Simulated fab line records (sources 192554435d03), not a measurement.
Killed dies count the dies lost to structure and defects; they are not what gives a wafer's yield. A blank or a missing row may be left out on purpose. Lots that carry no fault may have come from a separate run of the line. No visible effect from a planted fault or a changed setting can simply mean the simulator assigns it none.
The tool behind it: which one? | flow n5Finfet | Sampling: 24 lots, 72 wafers, 5 of 1938 route steps

== WHAT EACH GAUGE READ, for each wafer ==
N5_FIN_CUT_OVL_MEAS_09.
lot  | measured    | on         | FIN_CUT_OVL (nm)
L074 | day 2 02:22 | overlay-02 | 0.3 0.2 0.3
L075 | day 2 10:16 | overlay-02 | 0.5 0.1 -0.4
L076 | day 2 15:01 | overlay-02 | 0.0 0.5 -0.1
L077 | day 2 21:09 | overlay-01 | -0.5 0.2 -0.1
L078 | day 3 02:47 | overlay-02 | 0.1 0.5 -0.1
L079 | day 3 07:47 | overlay-01 | 0.6 0.6 0.0
L080 | day 3 15:26 | overlay-02 | -0.4 -0.2 -1.6
L081 | day 3 20:16 | overlay-02 | 0.6 0.2 -0.3
L082 | day 4 02:35 | overlay-01 | 0.1 -0.8 -0.3
L083 | day 4 10:15 | overlay-01 | 0.5 0.3 0.3
L084 | day 4 16:02 | overlay-01 | 0.2 0.1 0.7
L085 | day 4 22:27 | overlay-02 | -1.4 -1.1 -0.3
L086 | day 5 04:49 | overlay-01 | 0.1 0.1 -0.2
L087 | day 5 08:32 | overlay-01 | -1.4 -0.5 -0.9
L088 | day 5 16:57 | overlay-01 | -0.9 -1.5 -0.3
L089 | day 5 21:50 | overlay-02 | -0.3 -0.7 -1.3
L090 | day 6 03:29 | overlay-01 | 0.9 -0.4 0.8
L091 | day 6 08:24 | overlay-01 | 0.1 -0.1 0.0
L092 | day 6 14:44 | overlay-02 | -0.2 -1.9 -0.6
L093 | day 6 21:48 | overlay-02 | -0.1 -0.5 -0.1
L094 | day 7 03:13 | overlay-02 | 0.0 -0.5 -1.0
L095 | day 7 09:07 | overlay-02 | -0.2 -0.5 -0.3
L096 | day 7 15:17 | overlay-01 | -0.6 -1.4 -0.8
L097 | day 7 20:30 | overlay-01 | -1.3 -0.9 -1.5

N5_SD_EPI_N_OVL_MEAS_10.
lot  | measured    | on         | SD_N_BLK_OVL (nm)
L074 | day 3 00:08 | overlay-02 | 0.7 1.5 1.0
L075 | day 3 10:46 | overlay-02 | 1.5 0.9 0.8
L076 | day 3 11:48 | overlay-02 | 0.5 -0.2 0.4
L077 | day 3 19:00 | overlay-01 | 1.1 2.0 0.6
L078 | day 4 00:16 | overlay-02 | 0.8 0.3 0.5
L079 | day 4 04:33 | overlay-01 | 0.6 0.6 0.9
L080 | day 4 13:08 | overlay-02 | 1.0 0.6 1.2
L081 | day 4 17:34 | overlay-02 | 0.8 0.8 1.3
L082 | day 5 01:04 | overlay-02 | 0.5 0.6 0.6
L083 | day 5 14:31 | overlay-01 | 0.2 1.3 0.6
L084 | day 5 16:00 | overlay-01 | 0.4 -0.2 0.1
L085 | day 5 23:40 | overlay-01 | -0.5 1.3 0.7
L086 | day 6 02:40 | overlay-02 | 0.3 -1.0 0.7
L087 | day 6 06:33 | overlay-01 | 0.5 1.5 -0.3
L088 | day 6 13:56 | overlay-02 | -0.5 0.4 0.7
L089 | day 6 19:32 | overlay-02 | 1.5 0.9 1.8
L090 | day 7 01:13 | overlay-02 | 1.6 0.8 1.1
L091 | day 7 05:34 | overlay-01 | 0.2 -1.0 0.0
L092 | day 7 14:49 | overlay-02 | -0.1 0.2 0.6
L093 | day 7 19:10 | overlay-01 | 0.6 -0.2 1.6
L094 | day 8 00:47 | overlay-01 | -0.3 0.8 0.5
L095 | day 8 05:58 | overlay-01 | 2.5 1.2 0.8
L096 | day 8 13:25 | overlay-01 | 1.2 1.7 -0.3
L097 | day 8 21:24 | overlay-01 | 0.7 1.2 1.0

== TOOL THAT RAN EACH LOT (tool first, then ch and the chambers of the sampled wafers, then the start) ==
lot  | N5_FIN_SAQP_ETCH_34              | N5_FIN_CUT_CUT_ETCH_15         | N5_DUMMY_GATE_ETCH_23
L074 | rieDiel-03 ch 0,1,3, day 2 01:26 | rieSi-04 ch 0,1,2, day 2 03:14 | rieSi-04 ch 0,1, day 2 22:45
L075 | rieDiel-03 ch 0,3, day 2 09:21   | rieSi-04 ch 0,1, day 2 11:15   | rieSi-04 ch 0,1,2, day 3 06:25
L076 | rieDiel-03 ch 0,2,3, day 2 13:50 | rieSi-05 ch 2,3, day 2 15:44   | rieSi-06 ch 0,1,2, day 3 10:21
L077 | rieDiel-03 ch 0,1,3, day 2 20:14 | rieSi-04 ch 1,2,3, day 2 21:52 | rieSi-05 ch 0,3, day 3 17:31
L078 | rieDiel-06 ch 0,2,3, day 3 01:49 | rieSi-04 ch 0,1,3, day 3 03:45 | rieSi-06 ch 0,1,2, day 3 22:54
L079 | rieDiel-01 ch 1,2, day 3 06:59   | rieSi-06 ch 0,2, day 3 08:31   | rieSi-04 ch 1,2, day 4 03:04
L080 | rieDiel-03 ch 0,1,3, day 3 14:31 | rieSi-05 ch 1,2,3, day 3 16:10 | rieSi-05 ch 1,2,3, day 4 11:45
L081 | rieDiel-01 ch 1,2, day 3 19:20   | rieSi-04 ch 1,3, day 3 20:59   | rieSi-05 ch 1,3, day 4 16:01
L082 | rieDiel-03 ch 1,2, day 4 01:47   | rieSi-05 ch 1,2,3, day 4 03:19 | rieSi-06 ch 0,1,2, day 4 22:11
L083 | rieDiel-01 ch 0,1,2, day 4 09:20 | rieSi-04 ch 0,1,3, day 4 10:59 | rieSi-06 ch 0,2,3, day 5 11:26
L084 | rieDiel-03 ch 0,1,2, day 4 15:14 | rieSi-05 ch 0,2,3, day 4 16:45 | rieSi-05 ch 1,2, day 5 13:16
L085 | rieDiel-06 ch 1,2, day 4 21:39   | rieSi-05 ch 0,1,2, day 4 23:37 | rieSi-05 ch 2,3, day 5 21:05
L086 | rieDiel-03 ch 0,1,3, day 5 03:53 | rieSi-04 ch 0,1,2, day 5 05:32 | rieSi-04 ch 2,3, day 6 00:58
L087 | rieDiel-06 ch 1,2,3, day 5 07:36 | rieSi-05 ch 0,2,3, day 5 09:28 | rieSi-05 ch 1,3, day 6 04:47
L088 | rieDiel-03 ch 0,2,3, day 5 16:10 | rieSi-04 ch 1,2,3, day 5 17:41 | rieSi-05 ch 0,1,3, day 6 12:17
L089 | rieDiel-06 ch 0,1,3, day 5 20:55 | rieSi-04 ch 0,1,2, day 5 22:43 | rieSi-06 ch 1,2,3, day 6 17:35
L090 | rieDiel-03 ch 1,2, day 6 02:40   | rieSi-05 ch 1,2,3, day 6 04:11 | rieSi-04 ch 0,2,3, day 6 23:39
L091 | rieDiel-01 ch 0,2, day 6 07:35   | rieSi-05 ch 1,2,3, day 6 09:07 | rieSi-04 ch 0,2,3, day 7 03:47
L092 | rieDiel-06 ch 1,3, day 6 13:49   | rieSi-04 ch 0,1,3, day 6 15:28 | rieSi-06 ch 1,2, day 7 11:56
L093 | rieDiel-03 ch 0,1,3, day 6 20:46 | rieSi-06 ch 0,3, day 6 22:59   | rieSi-06 ch 0,1, day 7 17:44
L094 | rieDiel-03 ch 0,1,3, day 7 02:25 | rieSi-06 ch 1,2,3, day 7 03:56 | rieSi-05 ch 0,1,3, day 7 23:02
L095 | rieDiel-06 ch 0,2,3, day 7 08:19 | rieSi-04 ch 0,1, day 7 09:50   | rieSi-05 ch 0,3, day 8 04:24
L096 | rieDiel-01 ch 0,3, day 7 14:30   | rieSi-04 ch 0,1,2, day 7 16:11 | rieSi-04 ch 0,1,2, day 8 11:25
L097 | rieDiel-06 ch 0,3, day 7 19:34   | rieSi-06 ch 0,1,3, day 7 21:13 | rieSi-04 ch 1,3, day 8 15:58
- N5_FIN_SAQP_ETCH_34: etches SiO2 in C4F6/O2, target depth 45 nm, time 15 s.
- N5_FIN_CUT_CUT_ETCH_15: etches Si in HBr/Cl2/O2, target depth 100 nm, bt time 10 s, time 42.4 s.
- N5_DUMMY_GATE_ETCH_23: etches poly-Si in HBr/Cl2/O2, target depth 41 nm, time 22.3 s.

== WHAT THE TOOLS THEMSELVES READ (means of the sampled wafers that have a number; where no wafer has one, the mark that the record gives instead) ==
N5_FIN_SAQP_ETCH_34.
lot  | tool       | drypumpMotorCurrentA (A) | etchRfOnTimeS (s) | oesProductAu (a.u.) | rfVppV (V) | showerheadPlenumPTorr (Torr) | throttleValvePct (%)
L074 | rieDiel-03 | 5.6                      | 14.97             | 0.66                | 668        | 2.89                         | 21.04
L075 | rieDiel-03 | 6.1                      | 14.92             | 0.62                | 669        | 2.93                         | 21.21
L076 | rieDiel-03 | 6.0                      | 14.96             | 0.62                | 670        | 2.87                         | 21.23
L077 | rieDiel-03 | 5.6                      | 15.14             | 0.65                | 669        | 2.89                         | 21.06
L078 | rieDiel-06 | 5.1                      | 14.81             | 0.71                | 666        | 2.83                         | 20.95
L079 | rieDiel-01 | 5.5                      | 15.20             | 0.63                | 654        | 2.88                         | 21.24
L080 | rieDiel-03 | 5.7                      | 15.03             | 0.64                | 668        | 2.88                         | 21.07
L081 | rieDiel-01 | 5.3                      | 15.36             | 0.66                | 656        | 2.94                         | 21.30
L082 | rieDiel-03 | 5.5                      | 15.13             | 0.66                | 667        | 2.76                         | 21.08
L083 | rieDiel-01 | 5.5                      | 15.21             | 0.64                | 658        | 2.88                         | 21.23
L084 | rieDiel-03 | 5.6                      | 14.99             | 0.65                | 667        | 2.82                         | 21.06
L085 | rieDiel-06 | 5.3                      | 14.67             | 0.72                | 675        | 2.81                         | 21.09
L086 | rieDiel-03 | 5.6                      | 15.01             | 0.64                | 668        | 2.88                         | 21.10
L087 | rieDiel-06 | 5.2                      | 14.71             | 0.72                | 675        | 2.80                         | 20.93
L088 | rieDiel-03 | 5.9                      | 15.01             | 0.60                | 669        | 2.86                         | 21.27
L089 | rieDiel-06 | 5.1                      | 14.95             | 0.69                | 667        | 2.86                         | 21.00
L090 | rieDiel-03 | 5.5                      | 15.33             | 0.64                | 667        | 2.75                         | 21.10
L091 | rieDiel-01 | 5.5                      | 15.08             | 0.65                | 664        | 2.87                         | 21.26
L092 | rieDiel-06 | 5.2                      | 15.03             | 0.70                | 677        | 2.85                         | 20.96
L093 | rieDiel-03 | 5.7                      | 14.91             | 0.72                | 668        | 2.87                         | 21.00
L094 | rieDiel-03 | 5.7                      | 14.95             | 0.71                | 667        | 2.87                         | 21.00
L095 | rieDiel-06 | 5.1                      | 14.68             | 0.67                | 666        | 2.82                         | 21.01
L096 | rieDiel-01 | 6.3                      | 14.78             | 0.70                | 673        | 2.93                         | 20.87
L097 | rieDiel-06 | 5.0                      | 15.21             | 0.67                | 667        | 2.81                         | 20.87

N5_FIN_CUT_CUT_ETCH_15.
lot  | tool     | drypumpMotorCurrentA (A) | oesProductAu (a.u.) | throttleValvePct (%)
L074 | rieSi-04 | 6.3                      | 0.989               | 37.2
L075 | rieSi-04 | 6.0                      | 0.995               | 37.3
L076 | rieSi-05 | 5.8                      | 1.017               | 36.8
L077 | rieSi-04 | 6.1                      | 1.000               | 37.1
L078 | rieSi-04 | 5.9                      | 1.009               | 37.2
L079 | rieSi-06 | 6.2                      | 0.988               | 37.0
L080 | rieSi-05 | 6.1                      | 0.995               | 36.8
L081 | rieSi-04 | 5.8                      | 1.017               | 37.1
L082 | rieSi-05 | 6.1                      | 0.997               | 36.8
L083 | rieSi-04 | 6.0                      | 1.004               | 37.2
L084 | rieSi-05 | 6.0                      | 1.004               | 36.9
L085 | rieSi-05 | 6.1                      | 1.008               | 36.6
L086 | rieSi-04 | 6.2                      | 0.998               | 37.2
L087 | rieSi-05 | 6.0                      | 1.005               | 36.9
L088 | rieSi-04 | 6.1                      | 1.007               | 37.1
L089 | rieSi-04 | 6.2                      | 0.990               | 37.2
L090 | rieSi-05 | 6.1                      | 0.995               | 36.8
L091 | rieSi-05 | 6.1                      | 0.997               | 36.8
L092 | rieSi-04 | 6.0                      | 1.005               | 37.2
L093 | rieSi-06 | 5.8                      | 1.003               | 37.4
L094 | rieSi-06 | 5.6                      | 1.017               | 37.4
L095 | rieSi-04 | 5.9                      | 1.009               | 37.2
L096 | rieSi-04 | 6.2                      | 0.990               | 37.2
L097 | rieSi-06 | 5.8                      | 1.011               | 37.1

N5_DUMMY_GATE_ETCH_23.
lot  | tool     | drypumpMotorCurrentA (A) | oesProductAu (a.u.) | throttleValvePct (%)
L074 | rieSi-04 | 5.9                      | 1.017               | 37.2
L075 | rieSi-04 | 6.2                      | 0.997               | 37.3
L076 | rieSi-06 | 5.9                      | 0.997               | 37.1
L077 | rieSi-05 | 6.1                      | 1.017               | 37.0
L078 | rieSi-06 | 5.9                      | 1.003               | 37.1
L079 | rieSi-04 | 6.0                      | 1.012               | 37.1
L080 | rieSi-05 | 6.1                      | 0.990               | 36.9
L081 | rieSi-05 | 6.3                      | 0.987               | 37.1
L082 | rieSi-06 | 5.9                      | 1.005               | 37.1
L083 | rieSi-06 | 5.9                      | 0.998               | 37.4
L084 | rieSi-05 | 6.2                      | 0.995               | 36.6
L085 | rieSi-05 | 5.9                      | 1.006               | 36.9
L086 | rieSi-04 | 6.5                      | 0.979               | 37.2
L087 | rieSi-05 | 6.4                      | 0.981               | 36.8
L088 | rieSi-05 | 6.2                      | 1.000               | 36.9
L089 | rieSi-06 | 5.6                      | 1.014               | 37.4
L090 | rieSi-04 | 6.3                      | 0.994               | 37.3
L091 | rieSi-04 | 6.3                      | 0.989               | 37.3
L092 | rieSi-06 | 5.8                      | 1.007               | 37.3
L093 | rieSi-06 | 5.8                      | 1.013               | 36.8
L094 | rieSi-05 | 6.3                      | 0.994               | 36.9
L095 | rieSi-05 | 6.1                      | 1.007               | 37.0
L096 | rieSi-04 | 6.2                      | 0.997               | 37.3
L097 | rieSi-04 | 5.8                      | 1.034               | 37.1

== THE ANSWER, worked out from the rows above alone ==
Rule: the usual values come from the lots themselves. The widest of any qualifying gaps counts: lots, ordered by their means at a reading, are off when they make up no more than a third of the lots, leave a main group of 4 or more, and stand apart from it by 3 or more times the standard deviation of that group's means. A main group whose means are all the same, to the digits that the tables above print for the reading, isn't used. A lot without any number at a reading at which 4 lots or more have one is off too. All remaining lots with rows at the step are treated as sound. The gauges are gone through in route order, then the tools' own readings, and for those a lot's mean is taken as printed above. At the first step where some lot is off, the reading lying furthest off is the one used; lots without a number count as furthest.
None of the lots is off at any reading shown; this tells nothing.

== WHAT HAD BEEN PUT IN BY THE SIMULATOR ==
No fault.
